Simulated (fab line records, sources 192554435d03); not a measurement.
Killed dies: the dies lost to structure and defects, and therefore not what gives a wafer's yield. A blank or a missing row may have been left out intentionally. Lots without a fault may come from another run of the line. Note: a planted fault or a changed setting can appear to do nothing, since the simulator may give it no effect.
Matching of chambers -- flow n5_finfet -- 3 sister chambers for N5_BEOL_M4_DEP_57 on pecvd-02
The step deposits SiCN from 3MS/NH3, target thk 8 nm, time 14 s. 27 wafers are shown with their chamber, then 12 later ones without.

EACH WAFER AND ITS CHAMBER
wafer,chamber,showerhead_plenum_p_Torr (Torr),throttle_valve_pct (%)
L074.2,2,3.676,9.0
L074.5,0,3.654,8.7
L074.6,1,3.647,8.8
L076.1,2,3.678,8.8
L076.2,1,3.641,8.7
L076.5,1,3.645,8.6
L078.1,1,3.653,8.7
L078.4,0,3.671,8.7
L078.6,1,3.649,8.8
L082.1,0,3.667,8.9
L082.5,1,3.648,8.9
L082.6,2,3.673,8.7
L080.1,0,3.657,8.9
L080.3,1,3.649,8.7
L080.4,1,3.641,8.7
L084.1,2,3.660,8.8
L084.3,1,3.639,8.6
L084.6,0,3.654,8.8
L085.1,2,3.673,9.1
L085.3,0,3.659,8.7
L085.6,0,3.659,8.5
L087.1,0,3.663,9.0
L087.4,0,3.657,8.7
L087.5,1,3.643,8.6
L090.2,2,3.673,8.8
L090.4,2,3.665,8.5
L090.6,0,3.646,8.8

SIGNATURES (averages over the wafers above)
reading,chamber 0,chamber 1,chamber 2,scatter within a chamber
showerhead_plenum_p_Torr,3.65870,3.64550,3.67114,0.00603
throttle_valve_pct,8.770,8.710,8.814,0.144
Rule: for each reading, subtract the chamber's mean from the wafer's reading, divide by that reading's scatter and square the result; add these up over the readings and take the root, which gives the wafer's distance from the chamber. If the next closest chamber is less than 2 further off than the closest, the wafer can't be placed; otherwise it belongs to the closest. The scatter is the square root of a quotient: the sum, over the shown wafers, of each reading's squared deviation from its chamber's mean, divided by wafers minus chambers.

WAFERS WITHOUT THEIR CHAMBER
wafer,showerhead_plenum_p_Torr (Torr),throttle_valve_pct (%)
L092.4,3.669,9.2
L092.5,3.651,8.6
L092.6,3.654,8.9
L094.2,3.649,8.9
L094.4,3.651,8.8
L094.6,3.681,8.8
L095.1,3.661,8.5
L095.4,3.673,8.8
L095.5,3.642,8.5
L096.2,3.658,8.9
L096.4,3.675,9.0
L096.6,3.667,8.6

EACH ONE'S CHAMBER
wafer,from the rows above,in truth
L092.4,can't be placed: 2 or 0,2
L092.5,can't be placed: 1 or 0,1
L092.6,can't be placed: 0 or 1 or 2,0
L094.2,can't be placed: 1 or 0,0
L094.4,can't be placed: 1 or 0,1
L094.6,2,2
L095.1,can't be placed: 0 or 2 or 1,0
L095.4,2,2
L095.5,can't be placed: 1 or 0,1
L096.2,can't be placed: 0 or 2 or 1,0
L096.4,can't be placed: 2 or 0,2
L096.6,can't be placed: 2 or 0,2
Correct placement for 2 of the 12. From these rows, 10 cannot be placed; in 10 the true chamber is one of the candidates. 0 placed wrongly.
